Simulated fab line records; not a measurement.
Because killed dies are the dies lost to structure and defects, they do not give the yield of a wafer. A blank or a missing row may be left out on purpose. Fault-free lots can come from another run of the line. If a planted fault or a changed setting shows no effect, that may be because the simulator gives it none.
Chamber matching ; flow n5-finfet ; pecvd-04 running N5_BEOL_M4_PECVD_72: 3 sister chambers
The step deposits SiO2 from TEOS/O2, target thk 16 nm, time 18 s. 22 wafers are shown with their chamber, then 11 later ones without.

WAFERS PAIRED WITH THEIR CHAMBERS
wafer;chamber;showerhead-plenum-p-Torr (Torr);heater-power-w (W);throttle-valve-pct (%)
L074.2;1;8.73;674;22.9
L074.3;0;8.73;633;22.3
L074.5;2;8.77;631;23.8
L078.1;2;8.79;626;23.9
L078.2;0;8.74;548;22.2
L078.4;2;8.79;650;23.6
L079.1;1;8.75;728;22.8
L079.2;2;8.76;671;23.8
L079.5;2;8.78;678;23.8
L080.2;0;8.75;666;22.7
L080.3;1;8.77;637;22.7
L080.4;2;8.76;678;23.7
L083.1;1;8.75;774;23.0
L083.2;0;8.76;645;22.6
L083.3;0;8.75;623;22.3
L086.2;1;8.76;653;22.8
L086.4;0;8.76;631;22.7
L086.6;1;8.74;663;22.9
L087.1;2;8.78;678;20.1
L087.3;1;8.76;712;22.9
L087.5;2;8.78;657;19.9
L088.1;1;8.73;724;22.9

SIGNATURES (averages over the wafers above)
reading;chamber 0;chamber 1;chamber 2;scatter within a chamber
showerhead-plenum-p-Torr;8.7483;8.7487;8.7762;0.0129
heater-power-w;624.33;695.62;658.62;37.2
throttle-valve-pct;22.467;22.863;22.825;1.07
Rule: a wafer lies at a distance from a chamber equal to the root of the sum of squares, over the readings, of (its reading less the chamber's mean, divided by the reading's scatter). If the next closest chamber is less than 2 further off than the closest, the wafer can't be placed; otherwise it belongs to the closest. The scatter: take each reading less its chamber's mean, square it, sum over the shown wafers, divide by the number of wafers less the number of chambers, and take the root.

WAFERS WITHOUT THEIR CHAMBER
wafer;showerhead-plenum-p-Torr (Torr);heater-power-w (W);throttle-valve-pct (%)
L088.2;8.75;662;22.7
L088.4;8.73;717;22.8
L089.2;8.77;614;22.5
L089.3;8.77;680;19.8
L089.5;8.74;688;19.8
L093.4;8.74;689;22.8
L093.5;8.73;592;22.6
L093.6;8.76;620;19.8
L097.1;8.78;576;20.0
L097.3;8.74;559;22.6
L097.5;8.74;720;23.1

WHICH CHAMBER EACH WENT THROUGH
wafer;from the rows above;in truth
L088.2;can't be placed: 1 or 0 or 2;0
L088.4;can't be placed: 1 or 0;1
L089.2;can't be placed: 2 or 0 or 1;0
L089.3;can't be placed: 2 or 1 or 0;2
L089.5;can't be placed: 1 or 0 or 2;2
L093.4;can't be placed: 1 or 0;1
L093.5;can't be placed: 0 or 1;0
L093.6;can't be placed: 0 or 2 or 1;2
L097.1;can't be placed: 2 or 0 or 1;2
L097.3;can't be placed: 0 or 1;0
L097.5;can't be placed: 1 or 0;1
0 of 11 placed correctly. Unplaceable from these rows: 11, with the true chamber sitting among the candidates in 11. Wrongly placed: 0.
